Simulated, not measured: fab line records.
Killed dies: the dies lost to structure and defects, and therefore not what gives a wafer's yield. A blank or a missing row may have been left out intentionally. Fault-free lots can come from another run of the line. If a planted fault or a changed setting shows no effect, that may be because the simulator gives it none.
Shared-tool check	flow n5 finfet	Lots sampled 11, wafers sampled 31

== REASON IT WAS OPENED ==
At N5_BEOL_M11_OVL_MEAS_12 the reading M11_OVL is flagged on 3 of 11 lots. No-fault wafers: 0.3 nm, standard deviation 0.83.
Rule: a lot is flagged when every wafer of it that has a number lies more than 4 standard deviations from that mean, or none has a number. All remaining lots are regarded as sound.

lot	measured	on	M11_OVL (nm), wafer by wafer	flag
L849	day 12 16:11	overlay-02	-0.9 -0.5 -0.3	
L854	day 13 16:17	overlay-02	0.4 0.7	
L853	day 13 18:48	overlay-02	0.4 0.3 1.1	
L852	day 14 14:19	overlay-01	11.2 10.1 10.6	FLAGGED
L855	day 14 17:28	overlay-01	11.0 12.0 11.6	FLAGGED
L856	day 14 23:23	overlay-01	0.0 1.0 1.8	
L859	day 15 09:39	overlay-01	9.3 8.4 8.1	FLAGGED
L862	day 15 23:37	overlay-02	0.2 -0.3 0.7	
L864	day 16 17:41	overlay-01	0.3 -0.8	
L868	day 18 06:16	overlay-02	0.3 0.3 -0.9	
L866	day 18 12:26	overlay-02	-0.5 -0.6 -0.1	
On average the flagged lots' numbers are 10.3 nm, which is +10.0 nm against the usual, or +12 standard deviations.

== TOOL THAT RAN EACH LOT ==
Before the reading, the record contains 4 process steps out of a 1938-step route. In each cell: the tool, then ch and the chambers that the sampled wafers went through, then the start.
lot	flag	N5_BEOL_M10_SPUTTER_48	N5_BEOL_M10_CMP_52	N5_BEOL_M11_ILD_DEP_00	N5_BEOL_M11_EXPOSE_08
L849		pvd sputter-01, day 12 13:05	cmp-01 ch 0,2,3, day 12 13:38	pecvd-04 ch 0,1,2, day 12 14:06	arfi scanner-01 ch 0, day 12 16:02
L854		pvd sputter-03, day 13 13:37	cmp-02 ch 2, day 13 14:08	pecvd-04 ch 0, day 13 14:38	arfi scanner-03 ch 0, day 13 16:08
L853		pvd sputter-03, day 13 15:16	cmp-03 ch 0,1,2, day 13 16:13	pecvd-04 ch 0,2, day 13 16:38	arfi scanner-03 ch 0, day 13 18:39
L852	FLAGGED	pvd sputter-01, day 14 11:04	cmp-03 ch 0,1,3, day 14 11:49	pecvd-01 ch 0,1,2, day 14 12:20	arfi scanner-03 ch 0, day 14 14:10
L855	FLAGGED	pvd sputter-03, day 14 14:19	cmp-01 ch 0,1, day 14 14:51	pecvd-01 ch 0,1, day 14 15:20	arfi scanner-03 ch 0, day 14 17:19
L856		pvd sputter-01, day 14 19:57	cmp-02 ch 0,1,2, day 14 20:31	pecvd-04 ch 1,2, day 14 20:58	arfi scanner-01 ch 0, day 14 23:14
L859	FLAGGED	pvd sputter-01, day 15 04:59	cmp-02 ch 0,2,3, day 15 05:34	pecvd-01 ch 0,1,2, day 15 06:03	arfi scanner-03 ch 0, day 15 09:29
L862		pvd sputter-02, day 15 19:54	cmp-02 ch 1,2, day 15 20:53	pecvd-04 ch 1,2, day 15 21:20	arfi scanner-01 ch 0, day 15 23:28
L864		pvd sputter-01, day 16 12:01	cmp-01 ch 1, day 16 12:44	pecvd-01 ch 1, day 16 13:13	arfi scanner-02 ch 0, day 16 17:32
L868		pvd sputter-02, day 18 00:35	cmp-03 ch 0,3, day 18 01:06	pecvd-04 ch 0,2, day 18 01:36	arfi scanner-02 ch 0, day 18 06:07
L866		pvd sputter-02, day 18 07:46	cmp-02 ch 0,2,3, day 18 08:28	pecvd-01 ch 0,1,2, day 18 08:55	arfi scanner-02 ch 0, day 18 12:17
What is done by these steps:
- N5_BEOL_M10_SPUTTER_48: material Cu, target thk 12 nm, time 2 s.
- N5_BEOL_M10_CMP_52: polishes, stops on SiCOH lowk, t overpolish 7 s, target thk 140 nm.
- N5_BEOL_M11_ILD_DEP_00: deposits SiCOH lowk from DEMS/porogen, target thk 308.51 nm, time 58 s.
- N5_BEOL_M11_EXPOSE_08: exposes mask M11.
- N5_BEOL_M11_OVL_MEAS_12

== FLAGGED OVER TOTAL, TOOL BY TOOL (the gauges that took the reading come last) ==
step	tool	lots run	flagged	share of the flagged lots	sound lots run after its first flagged lot
N5_BEOL_M10_SPUTTER_48	pvd sputter-01	5	2	some	2 (L856,L864)
N5_BEOL_M10_SPUTTER_48	pvd sputter-02	3	0	none	-
N5_BEOL_M10_SPUTTER_48	pvd sputter-03	3	1	some	0
N5_BEOL_M10_CMP_52	cmp-01	3	1	some	1 (L864)
N5_BEOL_M10_CMP_52	cmp-02	5	1	some	2 (L862,L866)
N5_BEOL_M10_CMP_52	cmp-03	3	1	some	1 (L868)
N5_BEOL_M11_ILD_DEP_00	pecvd-01	5	3	all	2 (L864,L866)
N5_BEOL_M11_ILD_DEP_00	pecvd-04	6	0	none	-
N5_BEOL_M11_EXPOSE_08	arfi scanner-01	3	0	none	-
N5_BEOL_M11_EXPOSE_08	arfi scanner-02	3	0	none	-
N5_BEOL_M11_EXPOSE_08	arfi scanner-03	5	3	all	0
N5_BEOL_M11_OVL_MEAS_12	overlay-01	5	3	all	2 (L856,L864)
N5_BEOL_M11_OVL_MEAS_12	overlay-02	6	0	none	-

== WHAT THE TABLE ALLOWS ==
Every flagged lot was run by 3 rows of the table: pecvd-01 at N5_BEOL_M11_ILD_DEP_00, arfi scanner-03 at N5_BEOL_M11_EXPOSE_08 and overlay-01 at N5_BEOL_M11_OVL_MEAS_12.
- pecvd-01 at N5_BEOL_M11_ILD_DEP_00: 3 of its 5 lots flagged. Sound lots ran on it after the first flagged one (L864, L866), which a lasting fault on the whole tool wouldn't allow.
- arfi scanner-03 at N5_BEOL_M11_EXPOSE_08: 3 of its 5 lots flagged. A fault beginning between L853 (day 13 18:39), its last sound lot, and L852 (day 14 14:10), its first flagged one, fits the data.
- overlay-01 at N5_BEOL_M11_OVL_MEAS_12: 3 of its 5 lots flagged. Sound lots ran on it after the first flagged one (L856, L864), which a lasting fault on the whole tool wouldn't allow.
Left over: one tool, arfi scanner-03 at N5_BEOL_M11_EXPOSE_08.

== WHAT THE SIMULATOR PUT IN ==
Scanner matching overlay: arfi scanner-03, from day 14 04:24 on, at N5_BEOL_M11_EXPOSE_08. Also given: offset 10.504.
Struck lots among those shown: L852, L855, L859. The rule above reached the same finding.
